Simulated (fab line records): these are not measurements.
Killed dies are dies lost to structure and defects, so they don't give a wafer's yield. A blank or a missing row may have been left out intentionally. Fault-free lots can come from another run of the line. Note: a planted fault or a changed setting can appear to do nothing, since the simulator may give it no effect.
fab line records + flow n5-finfet
record
- lots=7
- wafers=20
- last-day=16
route steps=1938 shown BEOL_M7@1317 PASSIVATION@1936
lots with no fault: from the same line, run without faults
start-h: start of the lot's first displayed wafer, in hours after the record's first day + wait-h: hours from the lot's prior step to this one + " unchanged from the row above + L1.1+2: a row that stands for several wafers + - value missing, or start not given + * or withheld: withheld + < > ~ a bound
route shown NAME@n: a module of which the file shows steps, and the number in the route of the first + usual: mean/standard deviation taken from wafers without a fault + same: alike in all rows + chamber/n: place in a boat + sites: each site's reading + _std_site: standard deviation across them + _edge_site: inner sites' mean taken away from outer sites' mean + radius-mm: for every site, how far away it sits from the centre of the wafer + mask NAME#n: copy n + behind: tool/chamber where the wafer was last shaped + hold: why the lot was held/for how many hours/how that ended + device: names the non-switching transistor (n, p or np) + end of line: tests of these same wafers at the route's end + for a step that has no rows: nothing shown but its recipe + killed: count of dies lost to structure and defects at first sort (not the wafer's yield) + map: dies across one wafer; x = killed, . = not, _ = none there
set.NAME: the setting as run; set.NAME@STEP: as run at that earlier step + model.NAME: the simulator's own value behind a step, which no gauge read
lots at some steps of the route; a table a step, a row a wafer
services: a tool's chamber out of use, with start hour (start-h, from the record's first day; less than 0 if before it), hours out, and reason
## steps
# step N5_BEOL_M7_CURE_75
# recipe
- temp-c=370
- time-s=120
- ambient=DMADMS/He
- material=SiCOH_lowk
# step N5_BEOL_M7_DEGAS_44
# recipe
- ambient=vacuum
- temp-c=250
- time-s=60
# step N5_BEOL_M7_PRE_CLEAN_45
# recipe
- gas=H2/He
- time-s=30
- temp-c=250
# usual
- heater-power-w=327/32
- susceptor-temp-C=250.01/0.17
| lot.wafer | tool           | chamber | start-h | wait-h | heater-power-w | susceptor-temp-C |
|-----------|----------------|---------|---------|--------|----------------|------------------|
| L512.3    | pvd-sputter-03 | -       | 221.41  | 0.0    | 265            | 250.05           |
| L512.4    | "              | -       | "       | "      | 334            | 249.97           |
| L512.6    | "              | -       | "       | "      | 354            | 249.92           |
| L513.1    | pvd-sputter-03 | -       | 227.38  | 0.0    | 271            | 250.07           |
| L513.4    | "              | -       | "       | "      | 340            | 249.96           |
| L513.5    | "              | -       | "       | "      | 333            | 249.69           |
| L516.2    | pvd-sputter-01 | -       | 248.44  | 0.0    | 333            | 250.27           |
| L516.5    | "              | -       | "       | "      | 337            | 250.24           |
| L516.6    | "              | -       | "       | "      | 359            | 249.99           |
| L518.1    | pvd-sputter-01 | -       | 268.04  | 0.0    | 345            | 250.31           |
| L518.4    | "              | -       | "       | "      | 356            | 249.93           |
| L518.5    | "              | -       | "       | "      | 341            | 250.08           |
| L520.2    | pvd-sputter-03 | -       | 279.28  | 0.0    | 269            | 249.86           |
| L520.3    | "              | -       | "       | "      | 333            | 250.24           |
| L520.4    | "              | -       | "       | "      | 339            | 249.71           |
| L521.1    | pvd-sputter-01 | -       | 286.04  | 0.0    | 339            | 249.87           |
| L521.2    | "              | -       | "       | "      | 328            | 249.96           |
| L521.3    | "              | -       | "       | "      | 273            | 249.87           |
| L526.1    | pvd-sputter-01 | -       | 312.87  | 0.0    | 269            | 249.64           |
| L526.5    | "              | -       | "       | "      | 353            | 249.97           |
# step N5_BEOL_M7_ALD_77
# recipe
- material=TaN
- target-thk-a=20
- temp-c=275
- ald-precursor-family=PDMAT
- ald-co-reactant=NH3
- pressure-torr=3
- carrier-flow-sccm=1500
- pulse-time-s=2
- purge-time-s=3
- co-reactant-purge-time-s=2
- co-reactant-pulse-time-s=3
- ald-cycles=40
- precursor-vessel-temp-c=75
- precursor-vessel-pressure-torr=26.25
- precursor-vessel-carrier-sccm=1000
# usual
- heater-power-w=425/48
- susceptor-temp-C=274.99/0.17
# same
- co-reactant-pulse-time-s=3
| lot.wafer | tool         | chamber | start-h | wait-h | heater-power-w | susceptor-temp-C |
|-----------|--------------|---------|---------|--------|----------------|------------------|
| L512.3    | ald-metal-01 | 3       | 221.49  | 0.1    | 442            | 275.22           |
| L512.4    | "            | 1       | "       | "      | 377            | 275.00           |
| L512.6    | "            | 3       | "       | "      | 446            | 274.88           |
| L513.1    | ald-metal-02 | 3       | 227.46  | 0.1    | 412            | 275.01           |
| L513.4    | "            | 1       | "       | "      | 331            | 275.06           |
| L513.5    | "            | 1       | "       | "      | 331            | 274.99           |
| L516.2    | ald-metal-03 | 0       | 248.51  | 0.0    | 462            | 275.06           |
| L516.5    | "            | 0       | "       | "      | 463            | 274.80           |
| L516.6    | "            | 1       | "       | "      | 352            | 274.96           |
| L518.1    | ald-metal-01 | 1       | 268.10  | 0.0    | 397            | 274.98           |
| L518.4    | "            | 3       | "       | "      | 446            | 275.00           |
| L518.5    | "            | 3       | "       | "      | 445            | 274.71           |
| L520.2    | ald-metal-01 | 3       | 279.34  | 0.0    | 442            | 274.70           |
| L520.3    | "            | 1       | "       | "      | 384            | 275.11           |
| L520.4    | "            | 2       | "       | "      | 479            | 275.03           |
| L521.1    | ald-metal-01 | 1       | 286.10  | 0.0    | 385            | 275.08           |
| L521.2    | "            | 3       | "       | "      | 450            | 274.85           |
| L521.3    | "            | 2       | "       | "      | 483            | 275.00           |
| L526.1    | ald-metal-01 | 1       | 313.16  | 0.3    | 391            | 274.92           |
| L526.5    | "            | 0       | "       | "      | 501            | 274.63           |
# step N5_BEOL_M7_SURFACE_TREAT_79
# recipe
- gas=Ar
- time-s=*
- ion-energy-ev=*
- ion-current-ma-cm2=0.5
- pressure-mtorr=*
- ar-flow-sccm=30
# usual
- throttle-valve-pct=*
| lot.wafer | tool           | chamber | start-h | wait-h | throttle-valve-pct |
|-----------|----------------|---------|---------|--------|--------------------|
| L512.3    | pvd-sputter-01 | -       | 222.58  | 1.0    | *                  |
| L512.4    | "              | -       | "       | "      | *                  |
| L512.6    | "              | -       | "       | "      | *                  |
| L513.1    | pvd-sputter-01 | -       | 229.50  | 1.9    | *                  |
| L513.4    | "              | -       | "       | "      | *                  |
| L513.5    | "              | -       | "       | "      | *                  |
| L516.2    | pvd-sputter-01 | -       | 248.97  | 0.3    | *                  |
| L516.5    | "              | -       | "       | "      | *                  |
| L516.6    | "              | -       | "       | "      | *                  |
| L518.1    | pvd-sputter-03 | -       | 268.68  | 0.4    | *                  |
| L518.4    | "              | -       | "       | "      | *                  |
| L518.5    | "              | -       | "       | "      | *                  |
| L520.2    | pvd-sputter-03 | -       | 279.64  | 0.2    | *                  |
| L520.3    | "              | -       | "       | "      | *                  |
| L520.4    | "              | -       | "       | "      | *                  |
| L521.1    | pvd-sputter-02 | -       | 286.45  | 0.2    | *                  |
| L521.2    | "              | -       | "       | "      | *                  |
| L521.3    | "              | -       | "       | "      | *                  |
| L526.1    | pvd-sputter-01 | -       | 313.47  | 0.2    | *                  |
| L526.5    | "              | -       | "       | "      | *                  |
# step N5_BEOL_M7_CVD_78
# recipe
- material=Co
- target-thk-a=20
- temp-c=withheld
- precursor=CCTBA/H2
- pressure-torr=30
- time-s=142.3
# step N5_BEOL_M7_SPUTTER_48
# recipe
- material=Cu
- target-thk-a=100
- temp-c=-20
- bias-v=60
- power-w=26000
- chamber-pressure-pa=0.13
- time-s=1.667
# usual
- chuck-sensor-temp-C=-16.0/0.4
- susceptor-temp-C=-20.01/0.11
- throttle-valve-pct=29.6/0.9
| lot.wafer | tool           | chamber | start-h | wait-h | chuck-sensor-temp-C | susceptor-temp-C | throttle-valve-pct |
|-----------|----------------|---------|---------|--------|---------------------|------------------|--------------------|
| L512.3    | pvd-sputter-01 | -       | 223.04  | 0.1    | -15.2               | -20.14           | 29.8               |
| L512.4    | "              | -       | "       | "      | -16.5               | -19.82           | 29.2               |
| L512.6    | "              | -       | "       | "      | -16.7               | -19.96           | 29.3               |
| L513.1    | pvd-sputter-01 | -       | 229.72  | 0.1    | -16.3               | -19.93           | 29.8               |
| L513.4    | "              | -       | "       | "      | -15.6               | -20.02           | 27.8               |
| L513.5    | "              | -       | "       | "      | -16.0               | -19.97           | 29.7               |
| L516.2    | pvd-sputter-02 | -       | 249.30  | 0.2    | -15.9               | -19.93           | 30.7               |
| L516.5    | "              | -       | "       | "      | -16.0               | -19.98           | 30.5               |
| L516.6    | "              | -       | "       | "      | -16.3               | -19.94           | 30.8               |
| L518.1    | pvd-sputter-03 | -       | 268.88  | 0.1    | -15.9               | -20.06           | 30.5               |
| L518.4    | "              | -       | "       | "      | -16.3               | -19.88           | 29.0               |
| L518.5    | "              | -       | "       | "      | -16.3               | -20.08           | 29.7               |
| L520.2    | pvd-sputter-03 | -       | 280.00  | 0.2    | -16.0               | -20.17           | 29.9               |
| L520.3    | "              | -       | "       | "      | -16.4               | -20.14           | 29.2               |
| L520.4    | "              | -       | "       | "      | -16.0               | -20.08           | 30.7               |
| L521.1    | pvd-sputter-03 | -       | 286.65  | 0.1    | -16.2               | -20.00           | 29.6               |
| L521.2    | "              | -       | "       | "      | -15.8               | -19.96           | 30.2               |
| L521.3    | "              | -       | "       | "      | -16.3               | -20.13           | 29.1               |
| L526.1    | pvd-sputter-01 | -       | 313.77  | 0.2    | -16.1               | -19.92           | 29.8               |
| L526.5    | "              | -       | "       | "      | -15.3               | -20.04           | 29.9               |
# step N5_BEOL_M7_ECD_50
# recipe
- material=Cu
- target-thk-a=3000
# step N5_BEOL_M7_ANNEAL_51
# recipe
- temp-c=225
- time-s=90
- ambient=N2
# step N5_BEOL_M7_CMP_52
# recipe
- stop-on=SiCOH_lowk
- t-overpolish-s=6.9
- down-force-psi=1
- platen-rpm=50
- clearing-platen-down-force-psi=1.5
- clearing-platen-rpm=50
- post-cmp-clean=cu-alkaline
- target-thk-nm=80
- clearing-platen-pad-velocity-m-s=0.99484
- pad-velocity-m-s=0.99484
# usual
- barrier-field-endpoint-s=29.0/0.85
- motor-current-A=6.1/0.63
- overpolish-run-s=6.899/0.0092
- time-to-endpoint-s=63/4
| lot.wafer | tool   | chamber | start-h | wait-h | barrier-field-endpoint-s | motor-current-A | overpolish-run-s | time-to-endpoint-s |
|-----------|--------|---------|---------|--------|--------------------------|-----------------|------------------|--------------------|
| L512.3    | cmp-04 | 3       | 223.56  | 0.2    | 27.8                     | 7.4             | 6.901            | 60                 |
| L512.4    | "      | 2       | "       | "      | 28.3                     | 5.5             | 6.888            | 62                 |
| L512.6    | "      | 3       | "       | "      | 28.4                     | 7.1             | 6.893            | 56                 |
| L513.4    | cmp-03 | 2       | 230.30  | 0.2    | 28.4                     | 6.2             | 6.893            | 60                 |
| L513.1    | "      | 3       | "       | "      | 30.0                     | 5.2             | 6.901            | 69                 |
| L513.5    | "      | 0       | "       | "      | 28.3                     | 7.1             | 6.900            | 56                 |
| L516.2    | cmp-04 | 1       | 250.57  | 0.3    | 28.5                     | 5.6             | 6.896            | 66                 |
| L516.5    | "      | 3       | "       | "      | 27.1                     | 6.9             | 6.905            | 56                 |
| L516.6    | "      | 0       | "       | "      | 30.2                     | 5.9             | 6.910            | 69                 |
| L518.4    | cmp-02 | 1       | 269.62  | 0.1    | 28.7                     | 6.4             | 6.895            | 60                 |
| L518.1    | "      | 2       | "       | "      | 27.5                     | 5.6             | 6.912            | 58                 |
| L518.5    | "      | 2       | "       | "      | 27.6                     | 5.6             | 6.903            | 59                 |
| L520.2    | cmp-02 | 1       | 280.55  | 0.2    | 28.4                     | 6.6             | 6.908            | 59                 |
| L520.3    | "      | 2       | "       | "      | 28.0                     | 5.5             | 6.894            | 57                 |
| L520.4    | "      | 3       | "       | "      | 30.0                     | 6.0             | 6.896            | 64                 |
| L521.1    | cmp-03 | 0       | 287.22  | 0.3    | 27.2                     | 7.3             | 6.904            | 57                 |
| L521.3    | "      | 1       | "       | "      | 28.6                     | 5.9             | 6.908            | 62                 |
| L521.2    | "      | 3       | "       | "      | 29.1                     | 5.2             | 6.889            | 66                 |
| L526.1    | cmp-02 | 2       | 314.40  | 0.3    | 28.1                     | 5.7             | 6.911            | 61                 |
| L526.5    | "      | 0       | "       | "      | 30.2                     | 6.5             | 6.904            | 69                 |
# step N5_BEOL_M7_THK_MEAS_53
# recipe
- thk-meas-gauge=xrf
- reads=Cu_of_BEOL_M7_ECD_50
# usual
- M7_THK=81/3.1
| lot.wafer | tool          | chamber | start-h | wait-h | M7_THK[nm] |
|-----------|---------------|---------|---------|--------|------------|
| L512.3    | film-metro-01 | -       | 223.86  | -      | 78         |
| L512.4    | "             | -       | "       | "      | 81         |
| L512.6    | "             | -       | "       | "      | 77         |
| L513.1    | film-metro-01 | -       | 230.52  | -      | 84         |
| L513.4    | "             | -       | "       | "      | 83         |
| L513.5    | "             | -       | "       | "      | 77         |
| L516.2    | film-metro-02 | -       | 250.79  | -      | 84         |
| L516.5    | "             | -       | "       | "      | 83         |
| L516.6    | "             | -       | "       | "      | 79         |
| L518.1    | film-metro-02 | -       | 269.92  | -      | 82         |
| L518.4    | "             | -       | "       | "      | 77         |
| L518.5    | "             | -       | "       | "      | 81         |
| L520.2    | film-metro-02 | -       | 280.81  | -      | 77         |
| L520.3    | "             | -       | "       | "      | 77         |
| L520.4    | "             | -       | "       | "      | 84         |
| L521.1    | film-metro-01 | -       | 287.51  | -      | 82         |
| L521.2    | "             | -       | "       | "      | 80         |
| L521.3    | "             | -       | "       | "      | 85         |
| L526.1    | film-metro-01 | -       | 314.62  | -      | 76         |
| L526.5    | "             | -       | "       | "      | 81         |
# step N5_BEOL_M7_PRE_CLEAN_55
# recipe
- gas=NH3
- time-s=15
- temp-c=withheld
- rf-power-w=300
# step N5_BEOL_M7_DEP_56
# recipe
- material=SiCN
- target-thk-a=100
- temp-c=withheld
- precursor=3MS/NH3
- pressure-torr=3
- rf-w=202
- time-s=17.5
# usual
- showerhead-plenum-p-Torr=3.665/0.017
- throttle-valve-pct=9.2/0.53
| lot.wafer | tool     | chamber | start-h | wait-h | showerhead-plenum-p-Torr | throttle-valve-pct | model.SiCN_of_BEOL_M7_DEP_56.thk-nm |
|-----------|----------|---------|---------|--------|--------------------------|--------------------|-------------------------------------|
| L512.3    | pecvd-04 | 2       | 223.92  | 0.0    | 3.659                    | 9.7                | 9.6                                 |
| L512.4    | "        | 1       | "       | "      | 3.633                    | 9.3                | 10                                  |
| L512.6    | "        | 0       | "       | "      | 3.657                    | 8.9                | 10.2                                |
| L513.1    | pecvd-03 | 2       | 230.58  | 0.0    | 3.672                    | 8.7                | 9.4                                 |
| L513.4    | "        | 2       | "       | "      | 3.677                    | 8.7                | 9.8                                 |
| L513.5    | "        | 1       | "       | "      | 3.651                    | 9.5                | 10                                  |
| L516.2    | pecvd-03 | 1       | 250.86  | 0.0    | 3.673                    | 9.5                | 10                                  |
| L516.5    | "        | 0       | "       | "      | 3.669                    | 9.4                | 10                                  |
| L516.6    | "        | 1       | "       | "      | 3.668                    | 9.2                | 10.2                                |
| L518.1    | pecvd-04 | 0       | 269.98  | 0.0    | 3.656                    | 9.4                | 10                                  |
| L518.4    | "        | 2       | "       | "      | 3.658                    | 10.2               | 9.8                                 |
| L518.5    | "        | 0       | "       | "      | 3.651                    | 8.9                | 10.2                                |
| L520.2    | pecvd-04 | 0       | 280.87  | 0.0    | 3.661                    | 9.3                | 7.4                                 |
| L520.3    | "        | 2       | "       | "      | 3.665                    | 10.2               | 9.8                                 |
| L520.4    | "        | 2       | "       | "      | 3.665                    | 10.3               | 10                                  |
| L521.1    | pecvd-04 | 1       | 287.57  | 0.0    | 3.642                    | 9.6                | 7                                   |
| L521.2    | "        | 2       | "       | "      | 3.657                    | 10.1               | 6.8                                 |
| L521.3    | "        | 0       | "       | "      | 3.650                    | 8.8                | 9.6                                 |
| L526.1    | pecvd-04 | 1       | 314.68  | 0.0    | 3.654                    | 9.4                | 7                                   |
| L526.5    | "        | 2       | "       | "      | 3.651                    | 10.2               | 10                                  |
# step N5_BEOL_M7_RS_MEAS_57
# recipe
- thk-meas-gauge=four-point-probe
- reads=Cu_of_BEOL_M7_ECD_50+Co_of_BEOL_M7_CVD_78+TaN_of_BEOL_M7_ALD_77
# usual
- M7_RS=0.290/0.013
| lot.wafer | tool          | chamber | start-h | wait-h | M7_RS[ohm/sq] |
|-----------|---------------|---------|---------|--------|---------------|
| L512.3    | film-metro-01 | -       | 223.99  | 0.1    | 0.298         |
| L512.4    | "             | -       | "       | "      | 0.285         |
| L512.6    | "             | -       | "       | "      | 0.305         |
| L513.1    | film-metro-02 | -       | 230.65  | 0.1    | 0.276         |
| L513.4    | "             | -       | "       | "      | 0.281         |
| L513.5    | "             | -       | "       | "      | 0.306         |
| L516.2    | film-metro-01 | -       | 250.95  | 0.1    | 0.278         |
| L516.5    | "             | -       | "       | "      | 0.279         |
| L516.6    | "             | -       | "       | "      | 0.296         |
| L518.1    | film-metro-02 | -       | 270.05  | 0.1    | 0.283         |
| L518.4    | "             | -       | "       | "      | 0.307         |
| L518.5    | "             | -       | "       | "      | 0.287         |
| L520.2    | film-metro-01 | -       | 280.94  | 0.1    | 0.303         |
| L520.3    | "             | -       | "       | "      | 0.304         |
| L520.4    | "             | -       | "       | "      | 0.274         |
| L521.1    | film-metro-01 | -       | 287.64  | 0.1    | 0.290         |
| L521.2    | "             | -       | "       | "      | 0.295         |
| L521.3    | "             | -       | "       | "      | 0.274         |
| L526.1    | film-metro-01 | -       | 314.75  | 0.1    | 0.309         |
| L526.5    | "             | -       | "       | "      | 0.290         |
# step N5_PASSIVATION_PROBE_49
# usual
- defect-limited-yield=91.3/1.4
- killed_at_M0_to_M3=32/9.5
- killed_at_M4_up=14/5.2
- killed-at-contacts=13/5.7
- killed-at-front-end=41/12
- killed-at-other=3.5/2.6
- killed-dies=103/17
- killed-open=68/14
- killed-short=32/7
- sort_bin_5_function=5.0/0.91
- sort_bin_6_memory=3.3/0.7
- sort_bin_8_speed=0.03/0.22
- sort-n-pass=1076/17
- sort-yield-pct=91.2/1.4
# same
- gross-dies=1180
- killed-at-back-side=0
- sort_bin_4_leakage[%]=0
| lot.wafer | tool      | chamber | start-h | wait-h | defect-limited-yield[%] | killed_at_M0_to_M3 | killed_at_M4_up | killed-at-contacts | killed-at-front-end | killed-at-other | killed-dies | killed-open | killed-short | sort_bin_5_function[%] | sort_bin_6_memory[%] | sort_bin_8_speed[%] | sort-n-pass | sort-yield-pct[%] |
|-----------|-----------|---------|---------|--------|-------------------------|--------------------|-----------------|--------------------|---------------------|-----------------|-------------|-------------|--------------|------------------------|----------------------|---------------------|-------------|-------------------|
| L521.1    | prober-02 | -       | 359.24  | 0.0    | 90.8                    | 35                 | 10              | 17                 | 42                  | 5               | 109         | 74          | 34           | 5.4                    | 3.1                  | 0                   | 1071        | 90.8              |
| L521.2    | prober-02 | -       | 359.29  | 0.1    | 92.0                    | 38                 | 6               | 6                  | 42                  | 2               | 94          | 60          | 34           | 4.2                    | 3.6                  | 0                   | 1086        | 92.0              |
| L521.3    | prober-02 | -       | 359.34  | 0.1    | 93.2                    | 29                 | 10              | 6                  | 27                  | 8               | 80          | 50          | 30           | 3.6                    | 3.1                  | 0                   | 1100        | 93.2              |
# killed by level:class
L521.1 MOL_CONTACT_COAG:geometric-particle:open=16 BEOL_M0_SAQP:geometric-particle:open=14 BEOL_M0_SAQP:geometric-particle:short=13 FIN_SAQP:geometric-particle:open=12 BEOL_M4:geometric-particle:open=8 GATE_CUT:geometric-particle:short=8 STI_FIN_REVEAL:geometric-particle:open=5 BEOL_M2:geometric-particle:open=5
L521.2 BEOL_M0_SAQP:geometric-particle:short=15 FIN_SAQP:geometric-particle:open=9 BEOL_M0_SAQP:geometric-particle:open=8 FIN_SAQP:geometric-particle:short=7 STI_FIN_REVEAL:geometric-particle:open=7 BEOL_M0:geometric-particle:open=6 MOL_CONTACT_COAG:geometric-particle:open=5 GATE_CUT:geometric-particle:short=4
L521.3 BEOL_M0_SAQP:geometric-particle:short=11 BEOL_M0_SAQP:geometric-particle:open=11 BEOL_M4:geometric-particle:open=7 FIN_SAQP:geometric-particle:open=6 GATE_CUT:geometric-particle:short=6 MOL_CONTACT_COAG:geometric-particle:open=5 STARTING-WAFER:geometric-particle:open=5 DUMMY_GATE:geometric-particle:open=4
## services
| tool           | chamber | start-h | hours | kind                           |
|----------------|---------|---------|-------|--------------------------------|
| pecvd-03       | -       | 205.77  | 3.3   | repair                         |
| cmp-02         | -       | 220.16  | 0.4   | repair                         |
| cmp-03         | -       | 220.80  | 0.6   | repair                         |
| pecvd-03       | 2       | 231.16  | 2.1   | scheduled-down                 |
| pecvd-03       | 2       | 233.29  | -     | clean                          |
| cmp-02         | -       | 235.04  | 8.3   | pm                             |
| pecvd-04       | 0       | 247.73  | 2.1   | scheduled-down                 |
| cmp-02         | -       | 253.42  | 4.0   | pm                             |
| cmp-04         | -       | 256.08  | 18.7  | pm                             |
| cmp-02         | -       | 257.42  | -     | consumable-replace:conditioner |
| cmp-02         | -       | 257.42  | -     | consumable-replace:pad         |
| cmp-02         | -       | 263.62  | 0.2   | repair                         |
| ald-metal-02   | 3       | 264.59  | 6.8   | repair                         |
| cmp-02         | -       | 273.23  | 0.6   | repair                         |
| ald-metal-02   | -       | 274.12  | 2.8   | pm                             |
| cmp-04         | -       | 275.43  | 4.6   | pm                             |
| cmp-03         | -       | 281.20  | 3.0   | repair                         |
| cmp-02         | -       | 285.49  | 0.8   | repair                         |
| cmp-04         | -       | 287.18  | 3.8   | repair                         |
| pecvd-04       | 1       | 292.16  | 6.6   | repair                         |
| pecvd-03       | -       | 300.66  | 0.8   | pm                             |
| cmp-03         | -       | 302.98  | 5.4   | pm                             |
| pvd-sputter-02 | -       | 303.66  | 4.3   | repair                         |
| cmp-04         | -       | 314.23  | 4.0   | pm                             |
## key
first-sign none at tools or gauges
model-effect
- step=N5_BEOL_M7_DEP_56
- value=SiCN_of_BEOL_M7_DEP_56.thk-nm
- without=9.75
- struck=7.05
met-at N5_BEOL_M7_DEP_56
struck-wafers L520.2,L521.1,L521.2,L526.1
baseline-loss
- step=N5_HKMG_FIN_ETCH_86
- wafers=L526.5
onset-between 269.98 280.87
fault
- kind=process-parameter-drift
- tool=pecvd-04
- chamber=-
- onset-h=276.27
- steps=N5_BEOL_M7_DEP_56
- channel=time-s
- offset=*
- shape=step
- end-h=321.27
- scope=struck-wafers-only
- acts-in=*
- stated=*
# baseline-loss: these wafers lose ten dies or more at that step, a loss of the line's own and not of a fault; the sort's usual values leave them out
